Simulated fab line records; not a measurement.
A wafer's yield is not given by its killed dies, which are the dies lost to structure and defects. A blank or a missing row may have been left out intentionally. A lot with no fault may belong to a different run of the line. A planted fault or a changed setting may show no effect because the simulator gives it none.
A struck lot beside a sound one    flow nandHarc    15 out of 1302 route steps
Sound: these wafers, L755.1, L755.4, L755.6. Wafers L762.3, L762.4, L762.6 were the ones struck. The cause is given at the end.
Per side, at each step with rows, come the tool, then ch with its chambers, and then its first start. Under that, the readings that differ: sound wafers    struck wafers    difference of the means    sigmas: that difference in standard deviations of wafers without a fault.
alike: readings whose means differ by less than 2 such deviations, and words and numbers that are the same on both sides. not compared: withheld readings, readings that some wafer has no value for, bounds like >300 that may hide the same value, and numbers for which the record gives no deviation and whose values overlap.
A row with sigmas, a row that says differs or no value, or rows on one side alone: a step with any of these is where the two part. Numbers that have no deviation but don't overlap get no sigmas and don't part them. Lack of a reading on every wafer of one side parts them only where that side has two or more wafers.

NHARC_A_CONTACT_ETCH_106: etches the open film in CF4/O2, target depth 90 nm, overetch 9 nm, time 49.5 s.
  sound on rieDiel-13 ch 1,2, day 22 12:20; struck on rieDiel-12 ch 0,2,3, day 24 21:26
  alike: drypumpMotorCurrentA, oesProductAu, rfVppV, showerheadPlenumPTorr, throttleValvePct
  not compared: rfHoursCounterH
NHARC_A_CONTACT_STRIP_82: strips in O2.
  sound: rieDiel-13 ch 0,1,2; struck: rieDiel-12 ch 0,2
  alike: drypumpMotorCurrentA, oesProductAu, rfVppV, showerheadPlenumPTorr, throttleValvePct
  not compared: rfHoursCounterH
then, 1 step without rows for these wafers: NHARC_A_CONTACT_STRIP_83 (strips in post etch residue remover, time 600 s).
NHARC_A_CONTACT_DEP_84: deposits aC, target thk 2800 nm.
  sound on aclDep-03 ch 0, day 22 16:13; struck on aclDep-03 ch 0, day 24 23:15
  alike: throttleValvePct
NHARC_A_CONTACT_DEP_85: deposits SiON, target thk 60 nm.
  sound on pecvd-03 ch 0,1,2, day 22 18:01; struck on pecvd-04 ch 0,1,2, day 25 00:27
  alike: heaterPowerW
  not compared: sinceWetCleanH
then, 7 steps without rows for these wafers: NHARC_A_CONTACT_DEHYDRATE_00 (time 120 s); NHARC_A_CONTACT_HMDS_01 (time 30 s); NHARC_A_CONTACT_COAT_86 (time 75 s); NHARC_A_CONTACT_COAT_87 (time 65 s); NHARC_A_CONTACT_COAT_02 (resist thk 90 nm); NHARC_A_CONTACT_SOFTBAKE_03 (time 55 s); NHARC_A_CONTACT_EBR_04.
NHARC_A_CONTACT_EXPOSE_05: exposes mask A CC.
  sound on arfiScanner-03 ch 0, day 22 18:25; struck on arfiScanner-03 ch 0, day 25 01:01
reading            sound              struck             difference  sigmas
exposureDoseMJCm2  84.15 84.29 84.19  82.28 82.27 82.25  -1.94       -19
  alike: mask
then, 2 steps without rows for these wafers: NHARC_A_CONTACT_PEB_06 (peb time 65 s); NHARC_END_SORT_01.

WHERE THEY PART
Only at NHARC_A_CONTACT_EXPOSE_05, as far as this record shows.

WHY: the cause the simulator had injected
Drift in process parameters on arfiScanner-03 at NHARC_A_CONTACT_EXPOSE_05, starting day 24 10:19. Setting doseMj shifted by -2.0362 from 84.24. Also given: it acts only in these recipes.
